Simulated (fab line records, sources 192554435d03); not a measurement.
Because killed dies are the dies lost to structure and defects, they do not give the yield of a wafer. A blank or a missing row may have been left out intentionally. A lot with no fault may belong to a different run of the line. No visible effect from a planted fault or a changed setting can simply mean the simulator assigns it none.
Chamber matching || flow n5Finfet || 4 sister chambers for N5_SDB_HM_OPEN_20 on rieDiel-04
The step chemistry CH3F/O2, target SiNx, stops on poly-Si, target depth 24 nm. 8 wafers are shown with their chamber, then 7 later ones without.

== WAFERS PAIRED WITH THEIR CHAMBERS ==
{"wafer": "L081.3", "chamber": 3, "rfVppV (V)": 307, "throttleValvePct (%)": 15.97}
{"wafer": "L082.4", "chamber": 0, "rfVppV (V)": 287, "throttleValvePct (%)": 16.15}
{"wafer": "L083.4", "chamber": 0, "rfVppV (V)": 287, "throttleValvePct (%)": 16.16}
{"wafer": "L083.5", "chamber": 1, "rfVppV (V)": 280, "throttleValvePct (%)": 16.41}
{"wafer": "L084.2", "chamber": 3, "rfVppV (V)": 306, "throttleValvePct (%)": 15.98}
{"wafer": "L084.6", "chamber": 2, "rfVppV (V)": 303, "throttleValvePct (%)": 16.06}
{"wafer": "L086.2", "chamber": 1, "rfVppV (V)": 278, "throttleValvePct (%)": 16.43}
{"wafer": "L086.3", "chamber": 2, "rfVppV (V)": 303, "throttleValvePct (%)": 16.06}

== WAFERS WITHOUT THEIR CHAMBER ==
{"wafer": "L086.6", "rfVppV (V)": 279, "throttleValvePct (%)": 16.42}
{"wafer": "L088.1", "rfVppV (V)": 287, "throttleValvePct (%)": 16.19}
{"wafer": "L088.5", "rfVppV (V)": 286, "throttleValvePct (%)": 16.16}
{"wafer": "L088.6", "rfVppV (V)": 307, "throttleValvePct (%)": 16.00}
{"wafer": "L096.4", "rfVppV (V)": 287, "throttleValvePct (%)": 16.21}
{"wafer": "L096.5", "rfVppV (V)": 303, "throttleValvePct (%)": 16.08}
{"wafer": "L096.6", "rfVppV (V)": 278, "throttleValvePct (%)": 16.47}

== CHAMBER TAKEN BY EACH ==
{"wafer": "L086.6", "from the rows above": 1, "in truth": 1}
{"wafer": "L088.1", "from the rows above": 0, "in truth": 0}
{"wafer": "L088.5", "from the rows above": 0, "in truth": 0}
{"wafer": "L088.6", "from the rows above": 3, "in truth": 3}
{"wafer": "L096.4", "from the rows above": 0, "in truth": 0}
{"wafer": "L096.5", "from the rows above": 2, "in truth": 2}
{"wafer": "L096.6", "from the rows above": 1, "in truth": 1}
Correctly placed: 7 of 7. Left unplaced by these rows: 0. Wrongly placed: 0.
How it was worked out, from the rows above alone: a wafer's distance from a chamber is the root of the sum, over the readings, of the square of ((its reading less the chamber's mean) divided by the reading's scatter). If the next closest chamber is less than 2 further off than the closest, the wafer can't be placed; otherwise it belongs to the closest. The mean given for a chamber averages the wafers shown for that chamber. The scatter: take each reading less its chamber's mean, square it, sum over the shown wafers, divide by the number of wafers less the number of chambers, and take the root.
